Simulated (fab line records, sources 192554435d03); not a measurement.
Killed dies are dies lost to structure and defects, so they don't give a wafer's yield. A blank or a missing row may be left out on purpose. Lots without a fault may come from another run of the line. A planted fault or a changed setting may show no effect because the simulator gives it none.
Split-lot experiment | flow n5_finfet | 7 lots, 21 wafers read, on a route of 1938 steps

THE SPLIT
At N5_BEOL_M15_EXPOSE_25 (exposes mask M15, target cd 400 nm), the setting dose_mj was moved away from the recipe's 35.5 on 5 of the 21 wafers read, by -6.1% to +5.7%. The other wafers ran this setting at the recipe's value.

FROM THE SPLIT TO THE READING: what the file shows between them, 3 steps
- N5_BEOL_M15_PEB_26: peb time 90 s
- N5_BEOL_M15_DEVELOP_27: develop time 45 s
- N5_BEOL_M15_HARDBAKE_32: time 120 s

THE READING
cd_nm, in nm, at N5_BEOL_M15_CD_MEAS_28 (target cd 407.6 nm). Fault-free wafers of this fab line usually give 408.5 nm, standard deviation 1.8 nm.

wafer  | tool, chamber at the split | dose_mj as run | against the recipe | cd_nm, nm | against lot-mates on the recipe
L078.1 | krf_scanner-01, 0          | 35.5           | recipe             | 410.2     | -
L078.2 | krf_scanner-01, 0          | 35.5           | recipe             | 409.5     | -
L078.6 | krf_scanner-01, 0          | 33.32          | -6.1%              | 402.1     | -7.8
L079.1 | krf_scanner-02, 0          | 35.5           | recipe             | 405.5     | -
L079.3 | krf_scanner-02, 0          | 35.5           | recipe             | 409.7     | -
L079.5 | krf_scanner-02, 0          | 37.52          | +5.7%              | 413.3     | +5.7
L080.2 | krf_scanner-01, 0          | 35.5           | recipe             | 409.9     | -
L080.3 | krf_scanner-01, 0          | 35.5           | recipe             | 412.8     | -
L080.4 | krf_scanner-01, 0          | 33.57          | -5.4%              | 400.5     | -10.9
L082.2 | krf_scanner-01, 0          | 35.5           | recipe             | 409.3     | -
L082.5 | krf_scanner-01, 0          | 35.5           | recipe             | 408.7     | -
L082.6 | krf_scanner-01, 0          | 35.5           | recipe             | 407.9     | -
L084.4 | krf_scanner-01, 0          | 34.76          | -2.1%              | 408.9     | -1.3
L084.5 | krf_scanner-01, 0          | 35.5           | recipe             | 410.2     | -
L084.6 | krf_scanner-01, 0          | 34.76          | -2.1%              | 405.9     | -4.3
L093.1 | krf_scanner-02, 0          | 35.5           | recipe             | 407.8     | -
L093.3 | krf_scanner-02, 0          | 35.5           | recipe             | 409.1     | -
L093.4 | krf_scanner-02, 0          | 35.5           | recipe             | 405.1     | -
L097.1 | krf_scanner-01, 0          | 35.5           | recipe             | 410.0     | -
L097.3 | krf_scanner-01, 0          | 35.5           | recipe             | 409.7     | -
L097.6 | krf_scanner-01, 0          | 35.5           | recipe             | 407.5     | -

THE FIT
A straight line over all 21 wafers: cd_nm changes by +1.09 nm for each +1% of dose_mj; r = +0.80; the points scatter about the line by 1.9 nm.
The same after taking each lot's own level away (the mean of its wafers on the recipe; 21 wafers): +1.37 nm for each +1%; r = +0.90; scatter 1.6 nm.
On that fit, the largest move of dose_mj shifts the reading by 8.4 nm.
The lots' own levels span 407.33 to 411.35 nm, that is 2.2 times the standard deviation above.
So the lot-to-lot level changes the slope: the two fits differ.
Check: with one of the wafers moved furthest among these (-6.1%) left out of the fit, the line predicts -9.13 nm for it against its lot-mates. It came out at -7.75 nm against them.

OTHER SPLITS ON THESE WAFERS
These wafers also went through other splits before the reading. Each is held against what the fit with the lots' levels taken away leaves over:
other split on the same wafers         | wafers away from the commonest value | r with cd_nm (lot level and that fit taken away)
N5_BEOL_M12_VIA_ETCH_16 target_depth_a | 5                                    | +0.04
N5_BEOL_M13_EXPOSE_25 dose_mj          | 3                                    | +0.02
N5_BEOL_M14_COAT_04 spin_rpm           | 4                                    | -0.26
N5_BEOL_M15_COAT_22 spin_rpm           | 9                                    | +0.44

THE WHOLE CHAIN: every reading that the file lists as answering this split, in the file's order
step                   | what it does             | reading                                                         | change (the file's fit)              | r (the file's)
N5_BEOL_M15_CD_MEAS_28 | target cd 407.6 nm       | cd_nm                                                           | +1.39 nm for each +1% of the setting | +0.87
N5_BEOL_M15_DESCUM_33  | chemistry O2, time 7.9 s | BEOL_M15.cd_nm (the simulator's own value, which no gauge read) | +1.4 nm for each +1% of the setting  | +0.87

THE FILE'S OWN FIT
cd_nm changes by +1.39 nm for each +1% of dose_mj, r = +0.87.
